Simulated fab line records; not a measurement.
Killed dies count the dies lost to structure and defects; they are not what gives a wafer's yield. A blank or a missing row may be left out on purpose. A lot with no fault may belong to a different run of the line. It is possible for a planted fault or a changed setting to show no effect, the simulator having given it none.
Comparing a struck lot with a sound one / flow nand-harc / 34 out of 1159 route steps
Sound: the wafers L738.3, L738.5, L738.6. Wafers struck: L746.1, L746.2, L746.4. The cause comes at the end.
Each step with rows lists, per side, the tool, then ch with its chambers, then its first start. Under that, the readings that differ: sound wafers / struck wafers / difference of the means / sigmas: that difference in standard deviations of wafers without a fault.
alike: a reading whose means differ by less than 2 such deviations, as well as words and numbers matching on both sides. not compared: withheld readings; readings where some wafer has no value; bounds like >300 that might hide an equal value; numbers whose values overlap and for which the record gives no deviation.
Wherever a step has rows on one side only, a row that says differs or no value, or a row with sigmas, the two part there. When numbers do not overlap yet have no deviation, they are printed without sigmas and do not part them. Lack of a reading on every wafer of one side parts them only where that side has two or more wafers.

first, 5 steps without rows for these wafers: NHARC_A_ONON_D1_DEP_19 (target thk 1000 nm); NHARC_A_ONON_D1_DEP_22 (target thk 1000 nm); NHARC_A_ONON_D1_DEP_25 (target thk 1000 nm); NHARC_A_ONON_D1_DEP_28 (target thk 1000 nm); NHARC_A_ONON_D1_DEP_33 (deposits SiO2, target thk 200 nm).
NHARC_A_CHANNEL_HOLE_D1_DEP_00: deposits aC, target thk 3100 nm.
  sound on acl-dep-01 ch 0, day 9 07:38; struck on acl-dep-01 ch 0, day 12 01:03
reading=susceptor-temp-C (C); sound=- - -; struck=399.86 399.95 399.99; difference=no value on the sound wafers; sigmas=
  alike: throttle-valve-pct
then, 11 steps without rows for these wafers: NHARC_A_CHANNEL_HOLE_D1_DEP_01 (deposits SiON, target thk 140 nm); NHARC_A_CHANNEL_HOLE_D1_DEHYDRATE_02 (time 120 s); NHARC_A_CHANNEL_HOLE_D1_HMDS_03 (time 30 s); NHARC_A_CHANNEL_HOLE_D1_COAT_36 (time 75 s); NHARC_A_CHANNEL_HOLE_D1_COAT_37 (time 65 s); NHARC_A_CHANNEL_HOLE_D1_COAT_04 (resist thk 90 nm); NHARC_A_CHANNEL_HOLE_D1_SOFTBAKE_05 (time 55 s); NHARC_A_CHANNEL_HOLE_D1_EBR_06; NHARC_A_CHANNEL_HOLE_D1_EXPOSE_07 (exposes mask HOLE D1, target cd 100 nm); NHARC_A_CHANNEL_HOLE_D1_PEB_08 (peb time 65 s); NHARC_A_CHANNEL_HOLE_D1_DEVELOP_09 (develop time 35 s).
NHARC_A_CHANNEL_HOLE_D1_INSPECT_12:
  sound on defect-inspect-02, day 9 09:45; struck on defect-inspect-02, day 12 03:50
reading=raw-defect-count; sound=5 2 5; struck=315 286 328; difference=+306; sigmas=+99
then, 14 steps without rows for these wafers: NHARC_A_CHANNEL_HOLE_D1_DESCUM_15 (chemistry O2, time 3 s); NHARC_A_CHANNEL_HOLE_D1_ETCH_38 (etches the open film in CF4, target depth 39 nm, time 65 s); NHARC_A_CHANNEL_HOLE_D1_ETCH_39 (etches the open film in N2/H2, target depth 260 nm, time 325 s); NHARC_A_CHANNEL_HOLE_D1_ETCH_34 (etches the open film in CF4/CHF3, target depth 154 nm, time 77 s); NHARC_A_CHANNEL_HOLE_D1_ETCH_16 (etches the open film in O2/COS, target depth 3100 nm, time 806 s); NHARC_A_CHANNEL_HOLE_D1_ETCH_19 (etches the open film in C4F8/O2/Ar, time 34.5 s); NHARC_A_CHANNEL_HOLE_D1_ETCH_20 (etches the open film in C4F8/O2/Ar, time 361.9 s, target depth 1600 nm); NHARC_A_CHANNEL_HOLE_D1_ETCH_21 (etches the open film in C4F8/O2/Ar, time 514.3 s, target depth 1600 nm); NHARC_A_CHANNEL_HOLE_D1_ETCH_22 (etches the open film in C4F8/O2/Ar, time 666.7 s, target depth 1600 nm); NHARC_A_CHANNEL_HOLE_D1_ETCH_23 (etches the open film in C4F8/O2/Ar, time 819 s, target depth 1600 nm); NHARC_A_CHANNEL_HOLE_D1_ETCH_24 (etches the open film in C4F8/O2/Ar, time 906.2 s, target depth 1500 nm); NHARC_A_CHANNEL_HOLE_D1_ETCH_25 (etches the open film in C4F8/O2/Ar, time 1040.2 s, target depth 1500 nm); NHARC_A_CHANNEL_HOLE_D1_ETCH_26 (etches the open film in C4F8/O2/Ar, time 224.1 s, target depth 300 nm); NHARC_A_CHANNEL_HOLE_D1_ETCH_33 (etches the open film in C4F8/O2/Ar, time 90 s, target depth 400 nm).
NHARC_A_CHANNEL_HOLE_D1_INSPECT_40:
  sound on defect-inspect-02, day 9 16:50; struck on defect-inspect-02, day 12 11:00
reading=raw-defect-count; sound=46 58 41; struck=366 357 404; difference=+327; sigmas=+17
-- break in the record here, with 11 days between the starts of the struck wafers on either side (left off in module A_CHANNEL_HOLE_D1, picked up again in module END, where the first step shown is number 1159 on the route) --
NHARC_END_SORT_01:
  at this point the record logs the struck wafers (prober-02 ch 0, day 23 06:14) and has no rows for the sound ones

WHERE THEY PART
Earliest at NHARC_A_CHANNEL_HOLE_D1_DEP_00; latest, in this record, at NHARC_END_SORT_01.

WHY: whatever the simulator had introduced
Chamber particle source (acl-dep-01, NHARC_A_CHANNEL_HOLE_D1_DEP_00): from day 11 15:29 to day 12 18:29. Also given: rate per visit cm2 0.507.
